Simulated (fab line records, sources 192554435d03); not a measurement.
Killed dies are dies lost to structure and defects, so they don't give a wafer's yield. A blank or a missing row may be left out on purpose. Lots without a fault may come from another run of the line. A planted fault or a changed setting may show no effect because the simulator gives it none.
Split-lot experiment | flow n5_finfet | 7 lots, 39 wafers read, on a route of 1938 steps

THE SPLIT
At N5_SD_EPI_N_EPI_21 (deposits Si:P, time 690 s), the setting temp_c was moved away from the recipe's 680 C on 9 of the 39 wafers read, by +0.3% to +0.7%. The other wafers ran this setting at the recipe's value.

FROM THE SPLIT TO THE READING: what the file shows between them, 10 steps
- N5_SD_EPI_N_EPI_MEAS_23
- N5_SD_EPI_N_PRECLEAN_24: cleans in O3/DIW, time 60 s
- N5_SD_EPI_N_SRD_25: time 30 s
- N5_SD_EPI_P_HM_STRIP_48: strips SiNx in H3PO4, material SiNx, target depth 3 nm
- N5_SD_EPI_P_SRD_49: time 30 s
- N5_SD_EPI_P_PRECLEAN_24: cleans in O3/DIW, time 45 s
- N5_SD_EPI_P_PRECLEAN_32: cleans in dHF, time 10 s
- N5_SD_EPI_P_PRECLEAN_33: cleans in SC2, time 45 s
- N5_SD_ACTIVATION_RTA_00: time 0 s
- N5_SD_ACTIVATION_LSA_01: time 0.0008 s

THE READING
RS_SD_N, in ohm/sq, at N5_SD_ACTIVATION_RS_MEAS_03 (measures by four-point-probe). Fault-free wafers of this fab line usually give 21.80 ohm/sq, standard deviation 0.28 ohm/sq.

wafer  | tool, chamber at the split | temp_c as run, C | against the recipe | RS_SD_N, ohm/sq | against lot-mates on the recipe
L079.1 | epi_rpcvd-01, 0            | 680              | recipe             | 22.06           | -
L079.2 | epi_rpcvd-01, 0            | 680              | recipe             | 21.80           | -
L079.3 | epi_rpcvd-01, 0            | 680              | recipe             | 21.94           | -
L079.4 | epi_rpcvd-01, 0            | 680              | recipe             | 21.78           | -
L079.5 | epi_rpcvd-01, 0            | 680              | recipe             | 21.89           | -
L079.6 | epi_rpcvd-01, 0            | 680              | recipe             | 21.86           | -
L082.1 | epi_rpcvd-02, 0            | 680              | recipe             | 22.18           | -
L082.2 | epi_rpcvd-02, 0            | 684.6            | +0.7%              | 20.15           | -1.79
L082.3 | epi_rpcvd-02, 0            | 680              | recipe             | 21.76           | -
L082.4 | epi_rpcvd-02, 0            | 684.6            | +0.7%              | 20.20           | -1.74
L082.5 | epi_rpcvd-02, 0            | 680              | recipe             | 21.89           | -
L082.6 | epi_rpcvd-02, 0            | 684.6            | +0.7%              | 20.27           | -1.67
L086.1 | epi_rpcvd-01, 0            | 680              | recipe             | 21.88           | -
L086.2 | epi_rpcvd-01, 0            | 680              | recipe             | 21.74           | -
L086.3 | epi_rpcvd-01, 0            | 680              | recipe             | 21.85           | -
L086.4 | epi_rpcvd-01, 0            | 680              | recipe             | 21.64           | -
L086.5 | epi_rpcvd-01, 0            | 680              | recipe             | 21.82           | -
L086.6 | epi_rpcvd-01, 0            | 680              | recipe             | 21.47           | -
L089.1 | epi_rpcvd-03, 0            | 680              | recipe             | 22.31           | -
L089.2 | epi_rpcvd-03, 0            | 681.7            | +0.3%              | 21.43           | -0.63
L089.3 | epi_rpcvd-03, 0            | 681.7            | +0.3%              | 21.45           | -0.61
L089.4 | epi_rpcvd-03, 0            | 680              | recipe             | 22.02           | -
L089.5 | epi_rpcvd-03, 0            | 681.7            | +0.3%              | 21.23           | -0.83
L089.6 | epi_rpcvd-03, 0            | 680              | recipe             | 21.84           | -
L093.1 | epi_rpcvd-02, 0            | 680              | recipe             | 21.64           | -
L093.2 | epi_rpcvd-02, 0            | 680              | recipe             | 21.68           | -
L093.3 | epi_rpcvd-02, 0            | 680              | recipe             | 21.74           | -
L093.4 | epi_rpcvd-02, 0            | 680              | recipe             | 21.55           | -
L093.5 | epi_rpcvd-02, 0            | 680              | recipe             | 21.55           | -
L093.6 | epi_rpcvd-02, 0            | 680              | recipe             | 21.66           | -
L096.1 | epi_rpcvd-02, 0            | 680              | recipe             | 21.77           | -
L096.2 | epi_rpcvd-02, 0            | 680              | recipe             | 21.43           | -
L096.3 | epi_rpcvd-02, 0            | 683              | +0.4%              | 20.40           | -1.25
L096.4 | epi_rpcvd-02, 0            | 683              | +0.4%              | 20.96           | -0.69
L096.5 | epi_rpcvd-02, 0            | 683              | +0.4%              | 20.64           | -1.01
L096.6 | epi_rpcvd-02, 0            | 680              | recipe             | 21.74           | -
L097.1 | epi_rpcvd-03, 0            | 680              | recipe             | 21.79           | -
L097.4 | epi_rpcvd-03, 0            | 680              | recipe             | 22.14           | -
L097.5 | epi_rpcvd-03, 0            | 680              | recipe             | 22.14           | -

THE FIT
A straight line over all 39 wafers: RS_SD_N changes by -2.4 ohm/sq for each +1% of temp_c; r = -0.93; the points scatter about the line by 0.2 ohm/sq.
The same after taking each lot's own level away (the mean of its wafers on the recipe; 39 wafers): -2.49 ohm/sq for each +1%; r = -0.96; scatter 0.15 ohm/sq.
On that fit, the largest move of temp_c shifts the reading by 1.7 ohm/sq.
The lots' own levels span 21.637 to 22.057 ohm/sq, that is 1.5 times the standard deviation above.
So the lot-to-lot level changes the slope little: the two slopes agree.
Check: with one of the wafers moved furthest among these (+0.7%) left out of the fit, the line predicts -1.65 ohm/sq for it against its lot-mates. It came out at -1.79 ohm/sq against them.

OTHER SPLITS ON THESE WAFERS
These wafers also went through other splits before the reading. Each is held against what the fit with the lots' levels taken away leaves over:
other split on the same wafers     | wafers away from the commonest value | r with RS_SD_N (lot level and that fit taken away)
N5_DUMMY_GATE_EXPOSE_12 dose_mj    | 12                                   | -0.07
N5_SD_EPI_N_ETCH_16 target_depth_a | 18                                   | +0.29

THE WHOLE CHAIN: every reading that the file lists as answering this split, in the file's order
step                        | what it does                 | reading                                                                         | change (the file's fit)              | r (the file's)
N5_SD_EPI_N_EPI_21          | deposits Si:P, time 690 s    | Si-P_of_SD_EPI_N_EPI_21.thk_nm (the simulator's own value, which no gauge read) | +7.85 nm for each +1% of the setting | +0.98
N5_SD_EPI_N_EPI_MEAS_23     |                              | thk_nm                                                                          | withheld for each +1% of the setting | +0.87
N5_SD_EPI_P_PRECLEAN_24     | cleans in O3/DIW, time 45 s  | Si-P_of_SD_EPI_N_EPI_21.thk_nm (the simulator's own value, which no gauge read) | +7.66 nm for each +1% of the setting | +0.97
N5_SD_ACTIVATION_RS_MEAS_03 | measures by four-point-probe | RS_SD_N                                                                         | -2.49 for each +1% of the setting    | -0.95

THE FILE'S OWN FIT
RS_SD_N changes by -2.49 ohm/sq for each +1% of temp_c, r = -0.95.
